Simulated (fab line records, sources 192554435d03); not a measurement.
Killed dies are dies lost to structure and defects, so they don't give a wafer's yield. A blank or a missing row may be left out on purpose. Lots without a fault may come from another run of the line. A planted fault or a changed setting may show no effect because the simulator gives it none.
A struck lot beside a sound one | flow n5_finfet | 15 steps out of a route of 1938
Sound: wafers L598.2, L598.3, L598.6. Struck: wafers L602.2, L602.3, L602.4. The cause comes at the end.
At each step with rows: each side's tool, then ch and its chambers, then its first start. Under that, the readings that differ: sound wafers | struck wafers | difference of the means | sigmas: that difference in standard deviations of wafers without a fault.
alike: readings whose means differ by less than 2 such deviations, and words and numbers that are the same on both sides. not compared: withheld readings, readings that some wafer has no value for, bounds like >300 that may hide the same value, and numbers for which the record gives no deviation and whose values overlap.
The two part at a step that has a row with sigmas, a row that says differs or no value, or rows on one side only. Numbers that don't overlap but have no deviation are shown without sigmas and don't part them. A reading that every wafer of one side lacks parts them only if that side has two wafers or more.

N5_HKMG_FIN_ETCH_54: etches SiARC in CF4, target depth 45.5 nm, time 75.8 s.
  sound on rie_diel-04 ch 0,1, day 4 04:12; struck on rie_diel-02 ch 0,2,3, day 5 09:00
  alike: bias_w, drypump_motor_current_A, etch_rf_on_time_s, oes_product_au, rf_vpp_V, showerhead_plenum_p_Torr, throttle_valve_pct
  not compared: rf_hours_counter_h
N5_HKMG_FIN_ETCH_55: etches SOC in N2/H2, target depth 240 nm, time 300 s.
  sound on rie_diel-04 ch 0,1, day 4 04:16; struck on rie_diel-02 ch 0,2,3, day 5 09:04
  alike: bias_w, drypump_motor_current_A, oes_product_au, rf_vpp_V, showerhead_plenum_p_Torr, throttle_valve_pct
  not compared: rf_hours_counter_h
then, 1 step without rows for these wafers: N5_HKMG_FIN_STRIP_56 (strips in N2/H2).
N5_HKMG_FIN_STRIP_57: strips in CF4.
  sound on rie_diel-04 ch 0,1, day 4 04:27; struck on rie_diel-02 ch 0,2,3, day 5 09:15
  alike: drypump_motor_current_A, oes_product_au, rf_vpp_V, showerhead_plenum_p_Torr, throttle_valve_pct
  not compared: rf_hours_counter_h
then, 1 step without rows for these wafers: N5_HKMG_FIN_ETCH_58 (etches SOC in N2/H2, target depth 215.8 nm, time 741 s).
N5_HKMG_FIN_STRIP_93: strips SOC in N2/H2, time 20 s.
  sound on rie_diel-04 ch 0,1, day 4 04:54; struck on rie_diel-02 ch 0,2,3, day 5 09:41
  alike: drypump_motor_current_A, oes_product_au, rf_vpp_V, showerhead_plenum_p_Torr, throttle_valve_pct
  not compared: rf_hours_counter_h
then, 5 steps without rows for these wafers: N5_HKMG_FIN_WET_ETCH_76 (etches Al2O3 in dNH4OH, stops on La2O3, target depth 2.25 nm, rinse time 30 s); N5_HKMG_FIN_STRIP_60 (strips in N2/H2, time 360 s); N5_HKMG_FIN_WET_ETCH_77 (etches La2O3 in dHCl, stops on HfO2, target depth 2 nm); N5_HKMG_FIN_WET_ETCH_78 (etches Al2O3 in dNH4OH, stops on La2O3, target depth 4.5 nm, rinse time 30 s); N5_HKMG_FIN_ALD_79 (deposits TiN, target thk 1.5 nm, pulse time 1 s, purge time 3 s).
N5_HKMG_FIN_CVD_62: deposits a-Si from Si2H6, target thk 3 nm, time 20.8 s.
  sound on thermal_cvd_si-02 ch 0,1, day 4 05:53; struck on thermal_cvd_si-01 ch 1,2, day 5 10:41
  alike: heater_power_w
N5_HKMG_FIN_RTA_80: time 2 s.
  sound on rtp_anneal-01 ch 0, day 4 06:09; struck on rtp_anneal-02, day 5 10:51
  reading    | sound | struck | difference                    | sigmas
  time_s (s) | 2 2 2 | - - -  | no value on the struck wafers |
then, 1 step without rows for these wafers: N5_HKMG_FIN_PRECLEAN_64 (cleans in dHF, time 30 s).
-- the record jumps here: 8 days lie between the struck wafers' starts before and after (it left off in module HKMG_FIN and takes up again in module PASSIVATION, whose first step shown is number 1936 of the route) --
N5_PASSIVATION_PROBE_49:
  sound on prober-01, day 12 02:38; struck on prober-02, day 13 13:05
  alike: killed_at_M0_to_M3, killed_at_M4_up, killed_at_contacts, killed_at_front_end, killed_at_other, killed_dies, killed_open, killed_short

WHERE THEY PART
Only at N5_HKMG_FIN_RTA_80, within this record. Later steps at which nothing parts them and some readings are alike: N5_PASSIVATION_PROBE_49.

WHY: what the simulator had put in
Skipped step whole: rtp_anneal-02, from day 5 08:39 on, at N5_HKMG_FIN_RTA_80. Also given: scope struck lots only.
